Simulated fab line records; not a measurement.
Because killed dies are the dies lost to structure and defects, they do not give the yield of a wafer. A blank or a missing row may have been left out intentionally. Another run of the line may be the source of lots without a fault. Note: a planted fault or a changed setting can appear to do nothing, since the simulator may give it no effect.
What tool caused it?	flow n5Finfet	33 wafers from 11 lots sampled at 6 of the route's 1938 steps

## WHAT THE GAUGES READ, wafer by wafer
N5_BEOL_M2_RS_MEAS_58: measurement is done with a four-point probe.
lot	measured	on	M2_RS (ohm/sq)
L076	day 7 22:38	filmMetro-01	0.638 0.700 0.652
L078	day 8 08:55	filmMetro-01	0.627 0.651 0.665
L080	day 8 14:46	filmMetro-02	0.685 0.649 0.624
L083	day 9 03:16	filmMetro-01	0.626 0.682 0.674
L085	day 10 05:29	filmMetro-02	0.719 0.658 0.639
L087	day 10 18:32	filmMetro-02	0.671 0.701 0.632
L089	day 10 22:25	filmMetro-01	0.692 0.679 0.647
L091	day 11 10:50	filmMetro-02	0.652 0.670 0.641
L093	day 11 16:58	filmMetro-01	0.637 0.633 0.666
L095	day 12 08:29	filmMetro-01	0.693 0.656 0.676
L097	day 12 20:28	filmMetro-01	0.654 0.674 0.647

## WHAT TOOL EACH LOT RAN ON (gives the tool, then ch and the chambers of the sampled wafers, and finally the start)
lot	N5_BEOL_M2_DESCUM_16	N5_BEOL_M2_STRIP_19	N5_BEOL_M2_DESCUM_33	N5_BEOL_M2_ETCH_69	N5_BEOL_M2_DEP_57
L076	rieDiel-01 ch 0,2,3, day 7 03:10	rieDiel-01 ch 0,1,3, day 7 03:32	rieDiel-02 ch 0,2,3, day 7 04:02	rieDiel-02 ch 0,2,3, day 7 04:06	pecvd-02 ch 0,2, day 7 22:34
L078	rieDiel-02 ch 1,2,3, day 8 01:47	rieDiel-01 ch 0,1,2, day 8 02:10	rieDiel-01 ch 0,1,2, day 8 02:49	rieDiel-01 ch 0,1,2, day 8 02:52	pecvd-03 ch 0,1,2, day 8 08:50
L080	rieDiel-02 ch 0,2,3, day 8 07:59	rieDiel-01 ch 1,2,3, day 8 08:28	rieDiel-05 ch 0,1,2, day 8 09:01	rieDiel-05 ch 0,1,2, day 8 09:04	pecvd-02 ch 0,1,2, day 8 14:43
L083	rieDiel-05 ch 0,2,3, day 8 15:09	rieDiel-05 ch 0,1,2, day 8 15:31	rieDiel-05 ch 0,1,3, day 8 16:02	rieDiel-05 ch 0,1,3, day 8 16:05	pecvd-04 ch 0,2, day 9 03:11
L085	rieDiel-05 ch 1,2,3, day 9 16:52	rieDiel-05 ch 1,2,3, day 9 17:20	rieDiel-02 ch 0,2,3, day 9 17:51	rieDiel-02 ch 0,2,3, day 9 17:54	pecvd-02 ch 0,1,2, day 10 05:25
L087	rieDiel-01 ch 2,3, day 10 05:35	rieDiel-02 ch 0,1,3, day 10 06:02	rieDiel-05 ch 1,2, day 10 06:54	rieDiel-05 ch 1,2, day 10 06:57	pecvd-02 ch 0,1,2, day 10 18:28
L089	rieDiel-02 ch 1,2,3, day 10 12:26	rieDiel-02 ch 2,3, day 10 12:47	rieDiel-01 ch 1,2,3, day 10 13:26	rieDiel-01 ch 1,2,3, day 10 13:29	pecvd-03 ch 1,2, day 10 22:21
L091	rieDiel-02 ch 0,2,3, day 11 00:29	rieDiel-02 ch 0,2,3, day 11 00:52	rieDiel-02 ch 0,3, day 11 01:23	rieDiel-02 ch 0,3, day 11 01:26	pecvd-02 ch 1,2, day 11 10:46
L093	rieDiel-02 ch 0,1,2, day 11 05:13	rieDiel-02 ch 0,1,3, day 11 05:35	rieDiel-02 ch 1,3, day 11 06:07	rieDiel-02 ch 1,3, day 11 06:10	pecvd-03 ch 0,2, day 11 16:53
L095	rieDiel-02 ch 0,1, day 12 03:00	rieDiel-02 ch 0,2,3, day 12 03:22	rieDiel-02 ch 0,1,2, day 12 03:55	rieDiel-02 ch 0,1,2, day 12 03:58	pecvd-02 ch 0,1, day 12 08:25
L097	rieDiel-02 ch 0,1,3, day 12 13:38	rieDiel-02 ch 2,3, day 12 14:01	rieDiel-02 ch 1,2,3, day 12 14:32	rieDiel-02 ch 1,2,3, day 12 14:36	pecvd-03 ch 0,1,2, day 12 20:24
- N5_BEOL_M2_DESCUM_16: chemistry O2, time 7 s.
- N5_BEOL_M2_STRIP_19: strips in O2.
- N5_BEOL_M2_DESCUM_33: chemistry O2, time 7 s.
- N5_BEOL_M2_ETCH_69: etches SiARC in CF4, target depth 15.6 nm, time 26 s.
- N5_BEOL_M2_DEP_57: deposits SiCN from 3MS/NH3, target thk 8 nm, time 14 s.

## THE ANSWER, worked out from the rows above alone
Rule: the usual values come from the lots themselves. The widest of any qualifying gaps counts: lots, ordered by their means at a reading, are off when they make up no more than a third of the lots, leave a main group of 4 or more, and stand apart from it by 3 or more times the standard deviation of that group's means. The tables above print the reading to a certain number of digits; a main group whose means all agree to those digits is not used. Also off: a lot with no number at a reading for which 4 or more lots have one. The other lots that the step has rows for count as sound.
Nothing can be told from this: no lot is off at any reading shown.

## WHAT HAD BEEN PUT IN BY THE SIMULATOR
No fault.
